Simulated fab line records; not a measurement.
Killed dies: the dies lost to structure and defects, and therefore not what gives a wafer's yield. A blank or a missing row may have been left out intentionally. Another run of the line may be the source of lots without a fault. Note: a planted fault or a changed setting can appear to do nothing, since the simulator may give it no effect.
The tool behind it: which one? / flow n5 finfet / Sampling: 12 lots, 36 wafers, 4 of 1938 route steps

## WHAT THE GAUGES READ, wafer by wafer
N5_BEOL_M2_INSPECT_30: inspects for defects (brightfield).
lot=L075; measured=day 6 21:52; on=defect inspect-02; raw defect count=349 324 355
lot=L077; measured=day 7 19:07; on=defect inspect-01; raw defect count=269 292 330
lot=L079; measured=day 8 01:11; on=defect inspect-02; raw defect count=341 408 413
lot=L081; measured=day 8 09:39; on=defect inspect-01; raw defect count=397 401 355
lot=L083; measured=day 9 02:27; on=defect inspect-01; raw defect count=369 373 354
lot=L085; measured=day 9 14:42; on=defect inspect-02; raw defect count=532 596 459
lot=L086; measured=day 10 07:11; on=defect inspect-01; raw defect count=480 418 516
lot=L089; measured=day 10 17:02; on=defect inspect-02; raw defect count=532 483 452
lot=L091; measured=day 11 00:22; on=defect inspect-02; raw defect count=496 545 508
lot=L093; measured=day 11 07:08; on=defect inspect-02; raw defect count=295 260 312
lot=L095; measured=day 12 09:33; on=defect inspect-02; raw defect count=516 314 378
lot=L096; measured=day 12 10:37; on=defect inspect-02; raw defect count=463 435 484

## WHICH TOOL RAN EACH LOT (tool, then ch and the chambers of the sampled wafers, then the start)
lot=L075; N5_BEOL_M1_SPUTTER_90=pvd sputter-03, day 6 18:31; N5_BEOL_M1_SPUTTER_94=pvd sputter-03, day 6 18:57; N5_BEOL_M2_DESCUM_16=rie diel-01 ch 1,2,3, day 6 20:59
lot=L077; N5_BEOL_M1_SPUTTER_90=pvd sputter-01, day 7 13:53; N5_BEOL_M1_SPUTTER_94=pvd sputter-01, day 7 14:19; N5_BEOL_M2_DESCUM_16=rie diel-01 ch 2,3, day 7 18:17
lot=L079; N5_BEOL_M1_SPUTTER_90=pvd sputter-03, day 7 19:55; N5_BEOL_M1_SPUTTER_94=pvd sputter-03, day 7 20:22; N5_BEOL_M2_DESCUM_16=rie diel-02 ch 0,3, day 8 00:20
lot=L081; N5_BEOL_M1_SPUTTER_90=pvd sputter-02, day 8 06:07; N5_BEOL_M1_SPUTTER_94=pvd sputter-02, day 8 06:34; N5_BEOL_M2_DESCUM_16=rie diel-02 ch 1,2,3, day 8 08:49
lot=L083; N5_BEOL_M1_SPUTTER_90=pvd sputter-02, day 8 20:32; N5_BEOL_M1_SPUTTER_94=pvd sputter-02, day 8 20:58; N5_BEOL_M2_DESCUM_16=rie diel-06 ch 1,2, day 9 01:28
lot=L085; N5_BEOL_M1_SPUTTER_90=pvd sputter-01, day 9 09:16; N5_BEOL_M1_SPUTTER_94=pvd sputter-01, day 9 09:43; N5_BEOL_M2_DESCUM_16=rie diel-01 ch 0,2,3, day 9 13:44
lot=L086; N5_BEOL_M1_SPUTTER_90=pvd sputter-02, day 10 01:44; N5_BEOL_M1_SPUTTER_94=pvd sputter-02, day 10 02:10; N5_BEOL_M2_DESCUM_16=rie diel-02 ch 0,1,3, day 10 06:13
lot=L089; N5_BEOL_M1_SPUTTER_90=pvd sputter-03, day 10 10:46; N5_BEOL_M1_SPUTTER_94=pvd sputter-03, day 10 11:12; N5_BEOL_M2_DESCUM_16=rie diel-02 ch 0,3, day 10 16:02
lot=L091; N5_BEOL_M1_SPUTTER_90=pvd sputter-01, day 10 18:59; N5_BEOL_M1_SPUTTER_94=pvd sputter-01, day 10 19:25; N5_BEOL_M2_DESCUM_16=rie diel-02 ch 0,1,3, day 10 23:29
lot=L093; N5_BEOL_M1_SPUTTER_90=pvd sputter-03, day 11 03:02; N5_BEOL_M1_SPUTTER_94=pvd sputter-03, day 11 03:28; N5_BEOL_M2_DESCUM_16=rie diel-06 ch 0,1,2, day 11 06:16
lot=L095; N5_BEOL_M1_SPUTTER_90=pvd sputter-02, day 12 05:29; N5_BEOL_M1_SPUTTER_94=pvd sputter-02, day 12 05:56; N5_BEOL_M2_DESCUM_16=rie diel-01 ch 0,1, day 12 08:43
lot=L096; N5_BEOL_M1_SPUTTER_90=pvd sputter-01, day 12 06:53; N5_BEOL_M1_SPUTTER_94=pvd sputter-01, day 12 07:19; N5_BEOL_M2_DESCUM_16=rie diel-01 ch 0,2,3, day 12 09:38
- N5_BEOL_M1_SPUTTER_90: material Cu, target thk 4.5 nm, time 8.29 s.
- N5_BEOL_M1_SPUTTER_94: material Cu, target thk 4.5 nm, time 8.29 s.
- N5_BEOL_M2_DESCUM_16: chemistry O2, time 7 s.

## THE ANSWER, worked out from the rows above alone
Rule: the lots themselves supply what counts as usual. Put in order of their means at a reading, lots are off if they are a third of the lots or fewer, leave a main group of 4 or more, and stand apart from it by a gap of 3 or more times the standard deviation of the main group's means; of several such gaps the widest counts. A main group whose means are all the same, to the digits that the tables above print for the reading, isn't used. A lot without any number at a reading at which 4 lots or more have one is off too. The other lots that the step has rows for count as sound.
No lot is off on any of the readings shown, so nothing can be concluded from this.

## WHAT THE SIMULATOR HAD INSERTED
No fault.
